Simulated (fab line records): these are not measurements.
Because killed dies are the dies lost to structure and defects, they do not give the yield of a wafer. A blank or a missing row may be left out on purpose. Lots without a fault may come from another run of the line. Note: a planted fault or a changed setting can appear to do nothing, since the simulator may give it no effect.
Problem report in the 8D (eight disciplines) form, filled by code | flow nandHarc | the parts of the form that need people (team, actions taken, sign-off) are left out

1. PROBLEM STATEMENT
Mean of heaterPowerTotalW at NHARC_P_GATE_SOFTBAKE_21: 190.11 W across 6 wafers in 2 lots; on wafers with no fault it is 188.46 W (standard deviation 0.13). That puts it +13 standard deviations away from the usual mean.
The step: time 55 s.
Earliest sighting: wafer L995.1 on lithoTrack-01 at day 8 04:00. The record has a number at this step for 39 wafers belonging to 13 lots. By rule, "out" or "out of limits" means more than 4 standard deviations away from the usual mean. The other wafers with a number count as sound.

2. WHAT IT IS, AND WHAT IT ISN'T
question                    | is                            | is not
which readings at this step | heaterPowerTotalW, plateTempC | -
which lots                  | L995, L997                    | L101, L103, L104, L981, L982, L984, L985, L986, L987, L988, L989
which wafers of those lots  | all that have a number        | -
read on which tools         | lithoTrack-01                 | lithoTrack-04, lithoTrack-06
when                        | from day 8 04:00              | up to then (24 sound wafers); but 9 sound wafers of L101, L103, L104 came after

3. WHAT RULES OUT EACH SUSPECT
Counting: a tool stays on the suspect list if, at a process step up to the reading, it processed all lots that are out and no sound lot following the first of them.
- lithoTrack-01 at NHARC_P_GATE_SOFTBAKE_21 (time 55 s): kept. It processed each lot that is out, first L995 at day 8 04:00, and no sound lot thereafter; up to then, the last sound lot it processed was L989 at day 6 19:00. Its own readings are out on those wafers: heaterPowerTotalW, plateTempC.
Left after counting: lithoTrack-01 at NHARC_P_GATE_SOFTBAKE_21.

4. THE CAUSE (what the simulator had put in)
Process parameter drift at NHARC_P_GATE_SOFTBAKE_21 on lithoTrack-01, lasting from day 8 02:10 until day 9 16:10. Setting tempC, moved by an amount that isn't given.
Counting left only this tool.

5. THE CHAIN OF EFFECTS, in route order
Each row: a reading where the mean over the struck wafers with a number is more than 3 standard deviations away from the usual. Scope: only readings with a usual standard deviation given in the record; hours: median across lots of the time from each lot's start at the first step in this table that gives one to its start at this step; sigmas: change in usual standard deviations.
hours | step                     | reading           | usual    | on struck wafers | change | sigmas
0     | NHARC_P_GATE_SOFTBAKE_21 | heaterPowerTotalW | 188.46 W | 190.11           | +1.65  | +13
0     | NHARC_P_GATE_SOFTBAKE_21 | plateTempC        | 104.97 C | 105.63           | +0.66  | +5.1
The process steps in it:
- NHARC_P_GATE_SOFTBAKE_21: time 55 s.
At these later measuring or inspecting steps, every struck wafer for which the step has a row has a number for every such reading, and none has moved that far: NHARC_P_GATE_OVL_MEAS_27, NHARC_END_SORT_01.

6. HOW IT WOULD HAVE BEEN CAUGHT EARLIER
The fault began at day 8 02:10; the first out-of-limits reading in this record came at day 8 04:00, 2 hours later.
